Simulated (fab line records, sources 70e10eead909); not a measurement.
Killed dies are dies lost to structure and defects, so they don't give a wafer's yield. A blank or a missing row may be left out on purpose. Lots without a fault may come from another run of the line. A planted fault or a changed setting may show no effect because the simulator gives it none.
A struck lot beside a sound one | flow nand_harc | 26 steps out of a route of 1159
Sound: wafers L527.2, L527.3, L527.4. Struck: wafers L524.1, L524.3. (L524.2 of the same lot was not struck and is left out.) The cause comes at the end.
At each step with rows: each side's tool, then ch and its chambers, then its first start. Under that, the readings that differ: sound wafers | struck wafers | difference of the means | sigmas: that difference in standard deviations of wafers without a fault.
alike: readings whose means differ by less than 2 such deviations, and words and numbers that are the same on both sides. not compared: withheld readings, readings that some wafer has no value for, bounds like >300 that may hide the same value, and numbers for which the record gives no deviation and whose values overlap.
The two part at a step that has a row with sigmas, a row that says differs or no value, or rows on one side only. Numbers that don't overlap but have no deviation are shown without sigmas and don't part them. A reading that every wafer of one side lacks parts them only if that side has two wafers or more.

NHARC_P_M0_PRE_CLEAN_29: time 30 s.
  sound on pvd_sputter-03; struck on pvd_sputter-02
  alike: heater_power_w
then, 3 steps without rows for these wafers: NHARC_P_M0_PVD_20 (deposits TaN, target thk 5 nm, time 8.06 s); NHARC_P_M0_PVD_21 (deposits Cu, target thk 30 nm, time 20.49 s); NHARC_P_M0_ECD_22 (material Cu, target thk 400 nm).
NHARC_P_M0_ANNEAL_30: time 90 s.
  sound on rtp_anneal-02 ch 0, day 9 00:56; struck on rtp_anneal-02 ch 0, day 9 01:45
  alike: anneal_temp_c, wafer_temp_C_max
NHARC_P_M0_CMP_23: polishes, t overpolish 20 s, target thk 117.53 nm.
  sound on cmp-03 ch 0,1,2, day 9 01:15; struck on cmp-03 ch 0,2, day 9 02:07
  alike: motor_current_A, slurry_filter_dp_kPa, time_to_endpoint_s
NHARC_P_M0_THK_MEAS_24: measures by xrf.
  sound on film_metro-02, day 9 01:32; struck on film_metro-01, day 9 02:26
  alike: thk_nm
then, 1 step without rows for these wafers: NHARC_P_M0_SRD_25.
NHARC_P_M0_INSPECT_27:
  sound on defect_inspect-02, day 9 01:42; struck on defect_inspect-01, day 9 02:35
  alike: raw_defect_count
NHARC_P_M0_PRE_CLEAN_31: time 12 s.
  sound on pecvd-02 ch 0,1,2, day 9 01:47; struck on pecvd-03 ch 0, day 9 02:40
  alike: heater_power_w
then, 1 step without rows for these wafers: NHARC_P_M0_DEP_32 (deposits SiCN, target thk 30 nm).
NHARC_P_M1_DEP_00: deposits SiOC, target thk 182.5 nm.
  sound on pecvd-02 ch 1,2, day 9 02:18; struck on pecvd-03 ch 0,1, day 9 03:18
then, 9 steps without rows for these wafers: NHARC_P_M1_DEHYDRATE_01 (time 120 s); NHARC_P_M1_HMDS_02 (time 30 s); NHARC_P_M1_COAT_34 (time 65 s); NHARC_P_M1_COAT_03 (resist thk 90 nm); NHARC_P_M1_SOFTBAKE_04 (time 55 s); NHARC_P_M1_EBR_05; NHARC_P_M1_EXPOSE_06 (exposes mask P M1, target cd 130 nm); NHARC_P_M1_PEB_07 (peb time 65 s); NHARC_P_M1_DEVELOP_08 (develop time 35 s).
NHARC_P_M1_CD_MEAS_09: target cd 130 nm.
  sound on cd_sem-01 ch 0, day 9 03:05; struck on cd_sem-03 ch 0, day 9 04:16
  alike: cd_nm
NHARC_P_M1_OVL_MEAS_10: pitch 260 nm.
  sound on overlay-01, day 9 03:11; struck on overlay-01, day 9 04:22
  alike: overlay_x_nm, overlay_y_nm
NHARC_P_M1_INSPECT_11:
  sound on defect_inspect-02, day 9 03:13; struck on defect_inspect-01, day 9 04:24
  reading          | sound | struck | difference | sigmas
  raw_defect_count | 2 4 9 | 38 47  | +38        | +16
NHARC_P_M1_DESCUM_14: chemistry O2, time 3 s.
  sound on rie_diel-03 ch 0,1,2, day 9 03:18; struck on rie_diel-04 ch 2,3, day 9 04:28
  reading                | sound         | struck  | difference | sigmas
  rf_hours_counter_h (h) | 11.8 11.4 9.9 | 2.0 2.1 | -9.0       |
  alike: drypump_motor_current_A, oes_product_au, rf_vpp_V, showerhead_plenum_p_Torr, throttle_valve_pct
-- the record jumps here: 14 days lie between the struck wafers' starts before and after (it left off in module P_M1 and takes up again in module END, whose first step shown is number 1159 of the route) --
NHARC_END_SORT_01:
  sound on prober-02 ch 0, day 22 14:26; struck on prober-02 ch 0, day 23 13:04
  reading                  | sound          | struck    | difference | sigmas
  defect_limited_yield (%) | 95.1 95.0 95.7 | 89.5 89.5 | -5.8       | -4
  killed_at_periphery      | 3 3 5          | 31 31     | +27        | +10
  killed_dies              | 33 34 29       | 71 71     | +39        | +4
  sort_bin_2_pct (%)       | 1.8 1.6 2.1    | 4.1 3.7   | +2.1       | +4
  sort_bin_3_pct (%)       | 0 0 0          | 0.30 1.18 | +0.74      | +3
  sort_bin_4_pct (%)       | 3.1 3.4 2.2    | 6.1 5.6   | +2.9       | +3
  sort_n_pass              | 644 643 648    | 606 606   | -39        | -4
  sort_yield_pct (%)       | 95.1 95.0 95.7 | 89.5 89.5 | -5.8       | -4
  alike: killed_at_array, killed_at_other, killed_open, killed_short, sort_rim_yield_pct

WHERE THEY PART
First at NHARC_P_M1_INSPECT_11; last, within this record, at NHARC_END_SORT_01.

WHY: what the simulator had put in
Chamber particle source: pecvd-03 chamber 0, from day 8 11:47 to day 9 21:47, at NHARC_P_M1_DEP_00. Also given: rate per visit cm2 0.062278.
